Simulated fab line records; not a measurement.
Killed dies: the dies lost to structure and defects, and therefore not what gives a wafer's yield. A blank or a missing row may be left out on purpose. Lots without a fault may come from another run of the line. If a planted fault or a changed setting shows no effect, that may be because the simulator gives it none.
fab line records ; flow n5_finfet
record lots=7; wafers=21
route steps=1938 shown BEOL_M10@1495 BEOL_M11@1539 BEOL_M12@1608 BEOL_M13@1673 BEOL_M14@1751
start_h: the number of hours between the record's first day and the start of the first shown wafer of the lot ; wait_h: time in hours since the lot's previous step ; " unchanged from the row above ; L1.1+2: a single row standing in for several wafers ; - either no value or no given start ; * or withheld: withheld ; < > ~ a bound
route shown NAME@n: a module of which the file shows steps, and the number in the route of the first ; usual: mean and standard deviation over wafers with no fault ; same: alike in all rows ; chamber/n: place in a boat ; sites: per-site readings ; _std_site: their standard deviation ; _edge_site: the outer-site mean with the inner-site mean subtracted ; radius_mm: for every site, how far away it sits from the centre of the wafer ; mask NAME#n: copy n ; behind: the last tool/chamber to shape the wafer ; hold: why the lot went on hold/how many hours it stayed there/how the hold came to an end ; device: names the non-switching transistor (n, p or np) ; end of line: the route-end tests of the same wafers ; a step without rows: its recipe alone ; killed: count of dies lost to structure and defects at first sort (not the wafer's yield) ; map: a wafer's dies, x killed, . not, _ none there
set.NAME: the setting the step ran with; set.NAME@STEP: the setting that earlier step ran with ; model.NAME: the simulator's own value behind a step, which no gauge read
lots whose settings were changed on purpose; a table a step, a row a wafer
## steps
# step N5_BEOL_M10_COAT_64
# recipe resist=SiARC; temp_c=220; time_s=60; spin_rpm=1500; resist_thk_nm=30
lot.wafer;tool;chamber;start_h;wait_h;set.spin_rpm;model.SiARC_of_BEOL_M10_COAT_64.thk_nm
L076.1+2;litho_track-02;0;-;-;1362;31.6
L076.5;litho_track-02;0;-;-;1500;30
L077.3+4+6;litho_track-02;0;-;-;1500;30
L082.2+5;litho_track-04;0;-;-;1500;30.2
L082.4;litho_track-04;0;-;-;1364;31.6
L085.1+5;litho_track-02;0;-;-;1387;31.2
L085.4;litho_track-02;0;-;-;1387;31.4
L084.1+3+4;litho_track-05;0;-;-;1500;30
L097.1+3+4;litho_track-05;0;-;-;1500;30
L096.2+6;litho_track-04;0;-;-;1545;29.8
L096.5;litho_track-04;0;-;-;1500;30.2
# step N5_BEOL_M10_COAT_22
# recipe resist=CAR-ArF; spin_rpm=1500; resist_thk_nm=90
# step N5_BEOL_M10_EBR_24
# recipe solvent=PGMEA; ebr_width_mm=1.5
# step N5_BEOL_M10_DESCUM_33
# recipe chemistry=O2; time_s=7.9; source_power_w=50; bias_power_w=20; pressure_mtorr=20; rf_frequency_hz=2.712e+07; temp_c=40; resist=CAR-ArF; o2_flow_sccm=225
# step N5_BEOL_M10_ETCH_65
# recipe chemistry=CF4; target=SiARC; target_depth_a=390; mask_material=CAR-ArF; time_s=65; ion_energy_ev=80; pressure_mtorr=40; source_w=545; bias_w=36; Ar_flow_sccm=100; cf4_flow_sccm=100; ends=cleared
lot.wafer;tool;chamber;start_h;wait_h;set.spin_rpm@BEOL_M10_COAT_64;model.etch.depth_nm;model.CAR-ArF_of_BEOL_M10_COAT_22.thk_nm
L076.1+2;rie_diel-05;0,1;226.65;0.0;1362;31.58;53.8
L076.5;rie_diel-05;3;226.65;0.0;1500;30.07;55
L077.3;rie_diel-02;1;233.06;0.0;1500;29.94;56
L077.4;rie_diel-02;3;233.06;0.0;1500;29.97;56.4
L077.6;rie_diel-02;0;233.06;0.0;1500;30;56
L082.2;rie_diel-05;2;269.91;0.0;1500;30.18;55.4
L082.4;rie_diel-05;3;269.91;0.0;1364;31.64;54.4
L082.5;rie_diel-05;0;269.91;0.0;1500;30.13;55.4
L085.1;rie_diel-05;3;278.40;0.0;1387;31.19;54.4
L085.4;rie_diel-05;0;278.40;0.0;1387;31.33;54.4
L085.5;rie_diel-05;3;278.40;0.0;1387;31.21;54.4
L084.1;rie_diel-02;3;278.52;0.0;1500;30.03;55.4
L084.3;rie_diel-02;1;278.52;0.0;1500;30.08;55.8
L084.4;rie_diel-02;2;278.52;0.0;1500;29.95;55.6
L097.1;rie_diel-04;0;368.28;0.0;1500;29.98;55.8
L097.3;rie_diel-04;1;368.28;0.0;1500;30.05;55.4
L097.4;rie_diel-04;2;368.28;0.0;1500;30.1;55.4
L096.2;rie_diel-04;2;378.92;0.0;1545;29.77;55.6
L096.5;rie_diel-04;2;378.92;0.0;1500;30.18;55.2
L096.6;rie_diel-04;3;378.92;0.0;1545;29.73;56
# step N5_BEOL_M10_ETCH_66
# recipe chemistry=N2/H2; target=SOC; target_depth_a=1200; overetch_a=240; mask_material=SiARC; temp_c=40; time_s=180; ion_energy_ev=200; pressure_mtorr=30; source_w=840; bias_w=150; n2_flow_sccm=200; h2_flow_sccm=200
lot.wafer;tool;chamber;start_h;wait_h;set.spin_rpm@BEOL_M10_COAT_63;model.etch.depth_nm
L076.1;rie_diel-05;0;226.70;0.0;1500;99.81
L076.2;rie_diel-05;1;226.70;0.0;1615;96.14
L076.5;rie_diel-05;3;226.70;0.0;1615;96.46
L077.3;rie_diel-02;1;233.11;0.0;1644;95.41
L077.4;rie_diel-02;3;233.11;0.0;1500;99.88
L077.6;rie_diel-02;0;233.11;0.0;1644;95.19
L082.2;rie_diel-05;2;269.96;0.0;1362;105.4
L082.4;rie_diel-05;3;269.96;0.0;1500;100.3
L082.5;rie_diel-05;0;269.96;0.0;1362;105.3
L085.1;rie_diel-05;3;278.45;0.0;1344;105.4
L085.4;rie_diel-05;0;278.45;0.0;1500;99.87
L085.5;rie_diel-05;3;278.45;0.0;1344;105.7
L084.1+3;rie_diel-02;3,1;278.57;0.0;1500;100.1
L084.4;rie_diel-02;2;278.57;0.0;1611;96.61
L097.1;rie_diel-04;0;368.33;0.0;1500;100.5
L097.3;rie_diel-04;1;368.33;0.0;1500;100.6
L097.4;rie_diel-04;2;368.33;0.0;1500;100.4
L096.2;rie_diel-04;2;378.97;0.0;1450;101.9
L096.5;rie_diel-04;2;378.97;0.0;1500;100.2
L096.6;rie_diel-04;3;378.97;0.0;1450;102.2
# step N5_BEOL_M11_PECVD_70
# recipe material=SiO2; target_thk_a=200; temp_c=400; precursor=TEOS/O2; pressure_torr=5.5; rf_w=450; teos_flow_sccm=53.8; gas=O2; flow_sccm=3000; time_s=22.7
lot.wafer;tool;chamber;start_h;wait_h;set.temp_c;model.SiO2_of_BEOL_M11_PECVD_70.thk_nm
L076.1;pecvd-03;2;230.24;0.0;406;19
L076.2;pecvd-03;1;230.24;0.0;400;19.8
L076.5;pecvd-03;1;230.24;0.0;406;19.4
L077.3;pecvd-02;1;236.80;0.1;400;20.2
L077.4;pecvd-02;0;236.80;0.1;405.1;19.4
L077.6;pecvd-02;1;236.80;0.1;405.1;19.2
L082.2;pecvd-02;0;275.57;0.0;400;20
L082.4;pecvd-02;0;275.57;0.0;400;20.4
L082.5;pecvd-02;2;275.57;0.0;410.1;18.8
L085.1;pecvd-03;2;282.05;0.0;408.9;19
L085.4+5;pecvd-03;1,2;282.05;0.0;400;20.4
L084.1+4;pecvd-03;0,1;283.19;0.0;400;20.4
L084.3;pecvd-03;2;283.19;0.0;395.5;20.8
L097.1;pecvd-02;1;373.53;0.0;400;19.8
L097.3;pecvd-02;0;373.53;0.0;400;20.2
L097.4;pecvd-02;2;373.53;0.0;400;20.4
L096.2;pecvd-03;0;383.80;0.0;392;21.4
L096.5;pecvd-03;2;383.80;0.0;392;21.2
L096.6;pecvd-03;1;383.80;0.0;392;21.6
# step N5_BEOL_M11_COAT_59
# recipe resist=SOC; temp_c=250; time_s=60; spin_rpm=1500; resist_thk_nm=100
lot.wafer;tool;chamber;start_h;wait_h;set.spin_rpm;model.SOC_of_BEOL_M11_COAT_59.thk_nm
L076.1;litho_track-01;0;230.42;0.1;1500;100.4
L076.2;litho_track-01;0;230.42;0.1;1560;98.6
L076.5;litho_track-01;0;230.42;0.1;1560;98.4
L077.3+4;litho_track-04;0;238.19;0.1;1500;100.2
L077.6;litho_track-04;0;238.19;0.1;1500;100.4
L082.2;litho_track-03;0;275.95;0.1;1500;100.2
L082.4;litho_track-03;0;275.95;0.1;1500;100
L082.5;litho_track-03;0;275.95;0.1;1338;106.2
L085.1;litho_track-04;0;282.24;0.1;1367;104.4
L085.4;litho_track-04;0;282.24;0.1;1367;104.8
L085.5;litho_track-04;0;282.24;0.1;1500;99.8
L084.1;litho_track-01;0;290.65;0.1;1500;100.6
L084.3;litho_track-01;0;290.65;0.1;1362;105.4
L084.4;litho_track-01;0;290.65;0.1;1362;105.2
L097.1+3;litho_track-03;0;375.24;0.1;1500;100.4
L097.4;litho_track-03;0;375.24;0.1;1500;100
L096.2+5;litho_track-01;0;385.85;0.1;1500;100.2
L096.6;litho_track-01;0;385.85;0.1;1500;100
# step N5_BEOL_M11_COAT_60
# recipe resist=SiARC; temp_c=220; time_s=60; spin_rpm=1500; resist_thk_nm=30
# step N5_BEOL_M11_COAT_05
# recipe resist=CAR-ArF; spin_rpm=1500; resist_thk_nm=90
# step N5_BEOL_M11_DESCUM_16
# recipe chemistry=O2; time_s=7.9; source_power_w=50; bias_power_w=20; pressure_mtorr=20; rf_frequency_hz=2.712e+07; temp_c=40; resist=CAR-ArF; o2_flow_sccm=225
# step N5_BEOL_M11_ETCH_61
# recipe chemistry=CF4; target=SiARC; target_depth_a=390; mask_material=CAR-ArF; time_s=65; ion_energy_ev=80; pressure_mtorr=40; source_w=545; bias_w=36; Ar_flow_sccm=100; cf4_flow_sccm=100; ends=cleared
# step N5_BEOL_M11_ETCH_62
# recipe chemistry=N2/H2; target=SOC; target_depth_a=1100; overetch_a=220; mask_material=SiARC; temp_c=40; time_s=165; ion_energy_ev=200; pressure_mtorr=30; source_w=840; bias_w=150; n2_flow_sccm=200; h2_flow_sccm=200
lot.wafer;tool;chamber;start_h;wait_h;set.spin_rpm@BEOL_M11_COAT_59;model.etch.depth_nm
L076.1;rie_diel-06;3;230.96;0.0;1500;100.5
L076.2;rie_diel-06;1;230.96;0.0;1560;98.57
L076.5;rie_diel-06;1;230.96;0.0;1560;98.31
L077.3+4;rie_diel-06;2,1;238.73;0.0;1500;100.2
L077.6;rie_diel-06;1;238.73;0.0;1500;100.4
L082.2;rie_diel-03;1;276.84;0.0;1500;100.2
L082.4;rie_diel-03;3;276.84;0.0;1500;100
L082.5;rie_diel-03;3;276.84;0.0;1338;106.1
L085.1;rie_diel-06;0;283.66;0.0;1367;104.4
L085.4;rie_diel-06;3;283.66;0.0;1367;104.7
L085.5;rie_diel-06;0;283.66;0.0;1500;99.75
L084.1;rie_diel-03;1;291.40;0.0;1500;100.6
L084.3;rie_diel-03;2;291.40;0.0;1362;105.4
L084.4;rie_diel-03;3;291.40;0.0;1362;105.1
L097.1;rie_diel-03;2;375.79;0.0;1500;100.4
L097.3;rie_diel-03;1;375.79;0.0;1500;100.5
L097.4;rie_diel-03;2;375.79;0.0;1500;100
L096.2;rie_diel-06;2;386.40;0.0;1500;100.1
L096.5;rie_diel-06;2;386.40;0.0;1500;100.2
L096.6;rie_diel-06;1;386.40;0.0;1500;99.96
# step N5_BEOL_M11_STRIP_68
# recipe chemistry=N2/H2; temp_c=40; n2_flow_sccm=200; h2_flow_sccm=200; rf_frequency_hz=6e+07
# step N5_BEOL_M11_STRIP_67
# recipe chemistry=CF4; resist=SiARC; power_w=300; bias_power_w=75; pressure_mtorr=50; cf4_flow_sccm=150; rf_frequency_hz=6e+07
# step N5_BEOL_M11_HM_OPEN_17
# recipe chemistry=Cl2/BCl3; target_depth_a=200; overetch_a=60; target=TiN; mask_material=SOC; ion_energy_ev=150; pressure_mtorr=10; icp_w=1000; bias_w=126; Cl2_flow_sccm=53.25; bcl3_flow_sccm=21.75; Ar_flow_sccm=25
lot.wafer;tool;chamber;start_h;wait_h;set.spin_rpm@BEOL_M11_COAT_59;model.SOC_of_BEOL_M11_COAT_59.thk_nm
L076.1;rie_metal-02;1;231.15;0.0;1500;93
L076.2;rie_metal-02;1;231.15;0.0;1560;91
L076.5;rie_metal-02;1;231.15;0.0;1560;90.8
L077.3+4;rie_metal-02;1;238.98;0.1;1500;92.6
L077.6;rie_metal-02;1;238.98;0.1;1500;93
L082.2;rie_metal-01;0;277.08;0.1;1500;92.4
L082.4;rie_metal-01;0;277.08;0.1;1500;92.2
L082.5;rie_metal-01;0;277.08;0.1;1338;98.2
L085.1;rie_metal-01;0;283.85;0.0;1367;96.6
L085.4;rie_metal-01;1;283.85;0.0;1367;96.8
L085.5;rie_metal-01;1;283.85;0.0;1500;92
L084.1;rie_metal-02;0;291.59;0.0;1500;92.8
L084.3+4;rie_metal-02;0,1;291.59;0.0;1362;97.6
L097.1;rie_metal-03;1;375.97;0.0;1500;92.6
L097.3;rie_metal-03;1;375.97;0.0;1500;92.8
L097.4;rie_metal-03;0;375.97;0.0;1500;92.2
L096.2+6;rie_metal-01;1,0;386.59;0.0;1500;92
L096.5;rie_metal-01;1;386.59;0.0;1500;92.2
# step N5_BEOL_M11_STRIP_19
# recipe chemistry=O2; power_w=400; temp_c=40; pressure_mtorr=30; rf_frequency_hz=6e+07; bias_power_w=0; overash_fraction=0.2; o2_flow_sccm=225
# step N5_BEOL_M11_STRIP_77
# recipe chemistry=N2/H2; time_s=10; power_w=450; temp_c=40; pressure_mtorr=20; rf_frequency_hz=6e+07; bias_power_w=7; n2_flow_sccm=200; h2_flow_sccm=200
# step N5_BEOL_M11_HM_STRIP_39
# recipe chemistry=peroxide_tin_strip; material=TiN; target_depth_a=250; temp_c=50; time_s=158
lot.wafer;tool;chamber;start_h;wait_h;set.temp_c@BEOL_M11_PECVD_70;model.SiO2_of_BEOL_M11_PECVD_70.thk_nm
L076.1;wet_bench-06;7;233.43;0.0;406;19
L076.2;wet_bench-06;6;233.43;0.0;400;19.8
L076.5;wet_bench-06;0;233.43;0.0;406;19.4
L077.3;wet_bench-03;7;241.06;0.0;400;20.2
L077.4;wet_bench-03;0;241.06;0.0;405.1;19.2
L077.6;wet_bench-03;3;241.06;0.0;405.1;19
L082.2;wet_bench-02;3;278.38;0.0;400;19.8
L082.4;wet_bench-02;0;278.38;0.0;400;20.2
L082.5;wet_bench-02;6;278.38;0.0;410.1;18.6
L085.1;wet_bench-03;5;291.04;0.0;408.9;18.8
L085.4+5;wet_bench-03;6,4;291.04;0.0;400;20.2
L084.1+4;wet_bench-03;0,4;294.94;0.0;400;20.2
L084.3;wet_bench-03;5;294.94;0.0;395.5;20.6
L097.1;wet_bench-03;5;378.19;0.0;400;19.8
L097.3;wet_bench-03;0;378.19;0.0;400;20
L097.4;wet_bench-03;3;378.19;0.0;400;20.2
L096.2+5;wet_bench-03;2,7;388.90;0.0;392;21.2
L096.6;wet_bench-03;3;388.90;0.0;392;21.4
# step N5_BEOL_M12_EXPOSE_07
# recipe mask_id=V11; na=0.93; source_shape=conventional; sigma_outer=0.6; polarization=unpolarized; attpsm_phase_deg=180; dose_mj=32.5
lot.wafer;tool;chamber;start_h;wait_h;mask;set.dose_mj
L076.1+2+5;krf_scanner-01;0;236.29;-;V11#0;32.5
L077.3+6;krf_scanner-01;0;244.16;-;V11#0;30.52
L077.4;krf_scanner-01;0;244.16;-;V11#0;32.5
L082.2+5;krf_scanner-02;0;281.03;-;V11#0;32.5
L082.4;krf_scanner-02;0;281.03;-;V11#0;33.4
L085.1+4;krf_scanner-02;0;293.80;-;V11#0;30.63
L085.5;krf_scanner-02;0;293.80;-;V11#0;32.5
L084.1+3+4;krf_scanner-02;0;298.83;-;V11#0;32.5
L097.1+3+4;krf_scanner-01;0;381.21;-;V11#0;32.5
L096.2;krf_scanner-02;0;393.70;-;V11#0;33.84
L096.5+6;krf_scanner-02;0;393.70;-;V11#0;32.5
# step N5_BEOL_M12_PEB_08
# recipe peb_temp_c=130; peb_time_s=90
# step N5_BEOL_M12_DEVELOP_09
# recipe develop_time_s=45; rinse_liquid=diw; dry=air_spin; dev_temp_c=21
# step N5_BEOL_M12_HARDBAKE_14
# recipe temp_c=130; time_s=120
# step N5_BEOL_M12_CD_MEAS_10
# recipe target_cd_nm=140; landing_energy_ev=500; detector=se_inlens; polarity=opening
# usual cd_nm=140.1/1.7
lot.wafer;tool;chamber;start_h;wait_h;set.dose_mj@BEOL_M12_EXPOSE_07;cd_nm
L076.1;cd_sem-03;0;236.46;-;32.5;140.6
L076.2;cd_sem-03;0;236.46;-;32.5;140.7
L076.5;cd_sem-03;0;236.46;-;32.5;139.1
L077.3;cd_sem-03;0;244.32;-;30.52;134.0
L077.4;cd_sem-03;0;244.32;-;32.5;142.4
L077.6;cd_sem-03;0;244.32;-;30.52;138.4
L082.2;cd_sem-03;0;281.20;-;32.5;139.7
L082.4;cd_sem-03;0;281.20;-;33.4;141.4
L082.5;cd_sem-03;0;281.20;-;32.5;138.6
L085.1;cd_sem-02;0;293.97;-;30.63;136.2
L085.4;cd_sem-02;0;293.97;-;30.63;134.3
L085.5;cd_sem-02;0;293.97;-;32.5;142.6
L084.1;cd_sem-02;0;299.00;-;32.5;141.0
L084.3;cd_sem-02;0;299.00;-;32.5;137.9
L084.4;cd_sem-02;0;299.00;-;32.5;138.4
L097.1;cd_sem-01;0;381.38;-;32.5;139.9
L097.3;cd_sem-01;0;381.38;-;32.5;136.9
L097.4;cd_sem-01;0;381.38;-;32.5;138.3
L096.2;cd_sem-03;0;393.87;-;33.84;144.8
L096.5;cd_sem-03;0;393.87;-;32.5;140.0
L096.6;cd_sem-03;0;393.87;-;32.5;139.5
# step N5_BEOL_M12_STRIP_71
# recipe chemistry=post_etch_residue_remover; time_s=60; temp_c=25; remover_ph=withheld; remover_water_wt_pct=withheld; remover_fluoride_wt_pct=withheld
# step N5_BEOL_M12_SRD_72
# recipe time_s=30; temp_c=23; rinse_liquid=diw; dry=n2_spin; spin_rpm=1500; dry_time_s=30
# step N5_BEOL_M12_CD_MEAS_17
# recipe target_cd_nm=140; polarity=opening
# usual cd_nm=140.4/1.9
lot.wafer;tool;chamber;start_h;wait_h;set.dose_mj@BEOL_M12_EXPOSE_07;cd_nm
L076.1;cd_sem-01;-;237.05;0.0;32.5;142.1
L076.2;cd_sem-01;-;237.05;0.0;32.5;141.2
L076.5;cd_sem-01;-;237.05;0.0;32.5;140.6
L077.3;cd_sem-02;-;244.91;0.0;30.52;133.3
L077.4;cd_sem-02;-;244.91;0.0;32.5;142.9
L077.6;cd_sem-02;-;244.91;0.0;30.52;138.5
L082.2;cd_sem-03;-;281.84;0.0;32.5;141.1
L082.4;cd_sem-03;-;281.84;0.0;33.4;140.7
L082.5;cd_sem-03;-;281.84;0.0;32.5;138.7
L085.1;cd_sem-03;-;294.55;0.0;30.63;136.9
L085.4;cd_sem-03;-;294.55;0.0;30.63;135.8
L085.5;cd_sem-03;-;294.55;0.0;32.5;143.1
L084.1;cd_sem-02;-;299.86;0.0;32.5;140.3
L084.3;cd_sem-02;-;299.86;0.0;32.5;137.8
L084.4;cd_sem-02;-;299.86;0.0;32.5;139.3
L097.1;cd_sem-03;-;381.96;0.0;32.5;139.5
L097.3;cd_sem-03;-;381.96;0.0;32.5;136.8
L097.4;cd_sem-03;-;381.96;0.0;32.5;137.7
L096.2;cd_sem-03;-;394.75;0.0;33.84;146.4
L096.5;cd_sem-03;-;394.75;0.0;32.5;139.7
L096.6;cd_sem-03;-;394.75;0.0;32.5;141.0
# step N5_BEOL_M13_ETCH_59
# recipe chemistry=N2/H2; target=BARC; target_depth_a=890; overetch_a=267; time_s=67.9; ion_energy_ev=200; pressure_mtorr=30; source_w=840; bias_w=150; n2_flow_sccm=200; h2_flow_sccm=200
lot.wafer;tool;chamber;start_h;wait_h;set.time_s;model.coat_of_BEOL_M13_COAT_04.thk_nm
L076.1;rie_diel-06;3;245.91;0.0;67.9;318.6
L076.2;rie_diel-06;0;245.91;0.0;67.9;320.6
L076.5;rie_diel-06;3;245.91;0.0;54.57;331.2
L077.3;rie_diel-06;2;248.72;0.0;67.9;318
L077.4;rie_diel-06;1;248.72;0.0;67.9;317.4
L077.6;rie_diel-06;0;248.72;0.0;57.43;329.2
L082.2+5;rie_diel-01;0;300.04;0.0;67.9;315.2
L082.4;rie_diel-01;3;300.04;0.0;67.9;320.6
L085.1;rie_diel-06;0;302.01;0.0;67.9;318.8
L085.4;rie_diel-06;1;302.01;0.0;67.9;318
L085.5;rie_diel-06;2;302.01;0.0;67.9;317.4
L084.1;rie_diel-01;0;304.44;0.0;67.9;315.4
L084.3;rie_diel-01;3;304.44;0.0;63.28;325.2
L084.4;rie_diel-01;1;304.44;0.0;67.9;318.4
L097.1;rie_diel-03;0;388.87;0.0;67.9;319.8
L097.3;rie_diel-03;3;388.87;0.0;67.9;319
L097.4;rie_diel-03;1;388.87;0.0;67.9;321
L096.2;rie_diel-06;1;400.08;0.0;67.9;316.6
L096.5;rie_diel-06;1;400.08;0.0;67.9;315.6
L096.6;rie_diel-06;2;400.08;0.0;67.9;318.4
# step N5_BEOL_M14_ETCH_68
# recipe chemistry=N2/H2; target=SOC; mask_material=SiARC; source_w=3000; bias_w=350; temp_c=40; time_s=450; ion_energy_ev=200; pressure_mtorr=30; n2_flow_sccm=200; h2_flow_sccm=200
lot.wafer;tool;chamber;start_h;wait_h;set.time_s;model.SiARC_of_BEOL_M14_COAT_66.thk_nm
L076.1;rie_diel-04;0;254.62;0.1;386.8;70.4
L076.2;rie_diel-04;2;254.62;0.1;386.8;71.2
L076.5;rie_diel-04;0;254.62;0.1;450;64.4
L077.3;rie_diel-05;2;256.47;0.1;450;65.4
L077.4;rie_diel-05;3;256.47;0.1;540.3;57.4
L077.6;rie_diel-05;1;256.47;0.1;540.3;56
L082.2;rie_diel-04;1;306.91;0.1;393.5;69.8
L082.4;rie_diel-04;2;306.91;0.1;450;65.4
L082.5;rie_diel-04;0;306.91;0.1;450;64.4
L085.1;rie_diel-05;2;307.92;0.1;450;64.4
L085.4;rie_diel-05;1;307.92;0.1;529.7;57.2
L085.5;rie_diel-05;0;307.92;0.1;450;65.4
L084.1;rie_diel-02;3;310.60;0.1;450;66.4
L084.3;rie_diel-02;2;310.60;0.1;450;66.8
L084.4;rie_diel-02;1;310.60;0.1;450;66.2
L097.1+3;rie_diel-02;0,1;397.69;0.1;450;64.6
L097.4;rie_diel-02;2;397.69;0.1;450;65.4
L096.2;rie_diel-05;0;407.29;0.1;543;56.2
L096.5;rie_diel-05;3;407.29;0.1;450;65.6
L096.6;rie_diel-05;2;407.29;0.1;543;56.6
# step N5_BEOL_M14_DEP_53
# recipe material=SiCN; target_thk_a=500; temp_c=withheld; precursor=3MS/NH3; pressure_torr=3; rf_w=675; time_s=17.8
lot.wafer;tool;chamber;start_h;wait_h;set.time_s;model.SiCN_of_BEOL_M14_DEP_53.thk_nm
L076.1;pecvd-04;1;260.62;0.0;19.83;54.6
L076.2;pecvd-04;0;260.62;0.0;17.8;48.8
L076.5;pecvd-04;2;260.62;0.0;19.83;55.8
L077.3;pecvd-01;2;262.27;0.0;20.24;55.8
L077.4;pecvd-01;1;262.27;0.0;17.8;50.6
L077.6;pecvd-01;2;262.27;0.0;20.24;56.8
L082.2;pecvd-03;2;310.62;0.0;17.8;49.2
L082.4;pecvd-03;2;310.62;0.0;17.8;49.6
L082.5;pecvd-03;1;310.62;0.0;17.8;50.6
L085.1;pecvd-01;0;315.05;0.0;17.8;50.2
L085.4;pecvd-01;1;315.05;0.0;17.8;51.2
L085.5;pecvd-01;0;315.05;0.0;15.57;44.8
L084.1+4;pecvd-04;2,1;315.47;0.0;16.11;44.8
L084.3;pecvd-04;1;315.47;0.0;16.11;44.4
L097.1;pecvd-01;2;402.97;0.0;17.8;49.4
L097.3;pecvd-01;0;402.97;0.0;17.8;50.4
L097.4;pecvd-01;2;402.97;0.0;17.8;50
L096.2;pecvd-03;1;412.78;0.0;17.8;49.2
L096.5;pecvd-03;0;412.78;0.0;15.96;44.8
L096.6;pecvd-03;1;412.78;0.0;15.96;45.2
## key
split step=N5_BEOL_M10_COAT_64; setting=spin_rpm; stated=1500; by=wafer
response step=N5_BEOL_M10_COAT_64; reading=model.SiARC_of_BEOL_M10_COAT_64.thk_nm; change=-0.163; per=1%; r=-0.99
response step=N5_BEOL_M10_ETCH_65; reading=model.etch.depth_nm; change=-0.163; per=1%; r=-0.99
response step=N5_BEOL_M10_ETCH_65; reading=model.CAR-ArF_of_BEOL_M10_COAT_22.thk_nm; change=+0.125; per=1%; r=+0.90
split step=N5_BEOL_M11_PECVD_70; setting=temp_c; stated=400; by=wafer
response step=N5_BEOL_M11_PECVD_70; reading=model.SiO2_of_BEOL_M11_PECVD_70.thk_nm; change=-0.555; per=1%; r=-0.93
response step=N5_BEOL_M11_HM_STRIP_39; reading=model.SiO2_of_BEOL_M11_PECVD_70.thk_nm; change=-0.571; per=1%; r=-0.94
split step=N5_BEOL_M11_COAT_59; setting=spin_rpm; stated=1500; by=wafer
response step=N5_BEOL_M11_COAT_59; reading=model.SOC_of_BEOL_M11_COAT_59.thk_nm; change=-0.538; per=1%; r=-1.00
response step=N5_BEOL_M11_ETCH_62; reading=model.etch.depth_nm; change=-0.536; per=1%; r=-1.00
response step=N5_BEOL_M11_HM_OPEN_17; reading=model.SOC_of_BEOL_M11_COAT_59.thk_nm; change=-0.534; per=1%; r=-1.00
split step=N5_BEOL_M12_EXPOSE_07; setting=dose_mj; stated=32.5; by=wafer
response step=N5_BEOL_M12_CD_MEAS_10; reading=cd_nm; change=+1.13; per=1%; r=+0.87
response step=N5_BEOL_M12_CD_MEAS_17; reading=cd_nm; change=+1.14; per=1%; r=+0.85
split step=N5_BEOL_M13_ETCH_59; setting=time_s; stated=67.9; by=wafer
response step=N5_BEOL_M13_ETCH_59; reading=model.coat_of_BEOL_M13_COAT_04.thk_nm; change=-0.689; per=1%; r=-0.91
split step=N5_BEOL_M14_ETCH_68; setting=time_s; stated=450; by=wafer
response step=N5_BEOL_M14_ETCH_68; reading=model.SiARC_of_BEOL_M14_COAT_66.thk_nm; change=-0.435; per=1%; r=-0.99
split step=N5_BEOL_M14_DEP_53; setting=time_s; stated=17.8; by=wafer
response step=N5_BEOL_M14_DEP_53; reading=model.SiCN_of_BEOL_M14_DEP_53.thk_nm; change=+0.461; per=1%; r=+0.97
split outside_this_file step=N5_BEOL_M10_COAT_63 setting=spin_rpm
# split outside_this_file: this setting was split too, and the file shows its column; the key of that split is in another file
